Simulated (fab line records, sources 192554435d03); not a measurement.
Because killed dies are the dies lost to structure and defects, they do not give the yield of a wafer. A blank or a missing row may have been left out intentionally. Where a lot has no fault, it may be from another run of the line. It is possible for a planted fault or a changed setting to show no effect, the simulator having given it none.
Lot-split experiment | flow n5 finfet | 39 wafers read across 7 lots, on a route 1938 steps long

## ON THE SPLIT
At N5_BEOL_M1_HM_DEP_02 (deposits TiN, target thk 20 nm), the setting target thk a was moved away from the recipe's 200 angstrom on 12 of the 39 wafers read, by -56.8% to -19.7%. For the rest of the wafers, this setting stayed at what the recipe calls for.

## FROM THE SPLIT TO THE READING: what the file shows between them, 4 steps
- N5_BEOL_M1_COAT_61: time 60 s, resist thk 60 nm
- N5_BEOL_M1_COAT_62: time 60 s, resist thk 12 nm
- N5_BEOL_M1_STRIP_75: strips in N2/H2
- N5_BEOL_M1_STRIP_66: strips in CF4

## THE READING
etch.depth nm (the simulator's own value, which no gauge read), in nm, at N5_BEOL_M1_HM_OPEN_17 (chemistry Cl2/BCl3, target TiN, target depth 20 nm, overetch 6 nm). The file gives no usual value for it. The 27 wafers here that ran the recipe average 20.219 nm, standard deviation 0.3 nm.

wafer  | tool, chamber at the split | target thk a as run, angstrom | against the recipe | etch.depth nm, nm | against lot-mates on the recipe
L074.1 | pvd sputter-02, -          | 200                           | recipe             | 20.53             | -
L074.2 | pvd sputter-02, -          | 86.36                         | -56.8%             | 8.743             | -11.837
L074.3 | pvd sputter-02, -          | 86.36                         | -56.8%             | 9.181             | -11.399
L074.4 | pvd sputter-02, -          | 86.36                         | -56.8%             | 8.921             | -11.659
L074.5 | pvd sputter-02, -          | 200                           | recipe             | 20.7              | -
L074.6 | pvd sputter-02, -          | 200                           | recipe             | 20.51             | -
L075.1 | pvd sputter-01, -          | 200                           | recipe             | 20.06             | -
L075.2 | pvd sputter-01, -          | 200                           | recipe             | 20.09             | -
L075.3 | pvd sputter-01, -          | 200                           | recipe             | 20.08             | -
L075.4 | pvd sputter-01, -          | 200                           | recipe             | 20.39             | -
L075.5 | pvd sputter-01, -          | 200                           | recipe             | 19.93             | -
L075.6 | pvd sputter-01, -          | 200                           | recipe             | 20.25             | -
L078.1 | pvd sputter-01, -          | 200                           | recipe             | 20.18             | -
L078.2 | pvd sputter-01, -          | 160.7                         | -19.7%             | 16.36             | -3.930
L078.3 | pvd sputter-01, -          | 200                           | recipe             | 20.3              | -
L078.4 | pvd sputter-01, -          | 160.7                         | -19.7%             | 16.41             | -3.880
L078.5 | pvd sputter-01, -          | 200                           | recipe             | 20.39             | -
L078.6 | pvd sputter-01, -          | 160.7                         | -19.7%             | 16.29             | -4.000
L083.1 | pvd sputter-02, -          | 200                           | recipe             | 20.23             | -
L083.2 | pvd sputter-02, -          | 200                           | recipe             | 20.11             | -
L083.3 | pvd sputter-02, -          | 200                           | recipe             | 20.74             | -
L083.4 | pvd sputter-02, -          | 200                           | recipe             | 20.61             | -
L083.5 | pvd sputter-02, -          | 200                           | recipe             | 20.55             | -
L083.6 | pvd sputter-02, -          | 200                           | recipe             | 20.05             | -
L090.1 | pvd sputter-03, -          | 200                           | recipe             | 19.73             | -
L090.2 | pvd sputter-03, -          | 200                           | recipe             | 19.89             | -
L090.3 | pvd sputter-03, -          | 200                           | recipe             | 19.35             | -
L090.4 | pvd sputter-03, -          | 123.5                         | -38.2%             | 12.33             | -7.327
L090.5 | pvd sputter-03, -          | 123.5                         | -38.2%             | 12.53             | -7.127
L090.6 | pvd sputter-03, -          | 123.5                         | -38.2%             | 12.31             | -7.347
L092.2 | pvd sputter-02, -          | 200                           | recipe             | 20.01             | -
L092.3 | pvd sputter-02, -          | 200                           | recipe             | 20.39             | -
L092.5 | pvd sputter-02, -          | 200                           | recipe             | 20.14             | -
L094.1 | pvd sputter-01, -          | 150.1                         | -25.0%             | 15.11             | -5.127
L094.2 | pvd sputter-01, -          | 150.1                         | -25.0%             | 15.06             | -5.177
L094.3 | pvd sputter-01, -          | 150.1                         | -25.0%             | 15.24             | -4.997
L094.4 | pvd sputter-01, -          | 200                           | recipe             | 20.1              | -
L094.5 | pvd sputter-01, -          | 200                           | recipe             | 20.26             | -
L094.6 | pvd sputter-01, -          | 200                           | recipe             | 20.35             | -

FIT RESULTS
A straight line over all 39 wafers: etch.depth nm changes by +0.2 nm for each +1% of target thk a; r = +1.00; the points scatter about the line by 0.27 nm.
The same after taking each lot's own level away (the mean of its wafers on the recipe; 39 wafers): +0.201 nm for each +1%; r = +1.00; scatter 0.21 nm.
Per that fit: largest target thk a move, reading shift of 11 nm.
Across the lots, their own levels run from 19.6567 to 20.5800 nm, a range of 3.1 times the standard deviation given above.
The two slopes agree, so the slope changes little with the lot-to-lot level.
Check: for one of the wafers moved furthest among these (-56.8%), held out of the fit, the line's prediction against its lot-mates is -11.3 nm. It came out at -11.8 nm against them.

## OTHER SPLITS ON THESE WAFERS
These wafers also went through other splits before the reading. Each is held against what the fit with the lots' levels taken away leaves over:
other split on the same wafers          | wafers away from the commonest value | r with etch.depth nm (lot level and that fit taken away)
N5_SD_EPI_N_ETCH_16 target depth a      | 18                                   | +0.12
N5_BEOL_M0_SAQP_ILD_DEP_01 target thk a | 15                                   | +0.09

## THE WHOLE CHAIN: every reading that the file lists as answering this split, in the file's order
step                  | what it does                                                      | reading                                                                          | change (the file's fit)               | r (the file's)
N5_BEOL_M1_HM_DEP_02  | deposits TiN, target thk 20 nm                                    | TiN_of_BEOL_M1_HM_DEP_02.thk nm (the simulator's own value, which no gauge read) | +0.2 nm for each +1% of the setting   | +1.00
N5_BEOL_M1_HM_OPEN_17 | chemistry Cl2/BCl3, target TiN, target depth 20 nm, overetch 6 nm | etch.depth nm (the simulator's own value, which no gauge read)                   | +0.201 nm for each +1% of the setting | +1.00

## THE FILE'S OWN FIT
etch.depth nm changes by +0.201 nm for each +1% of target thk a, r = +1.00.
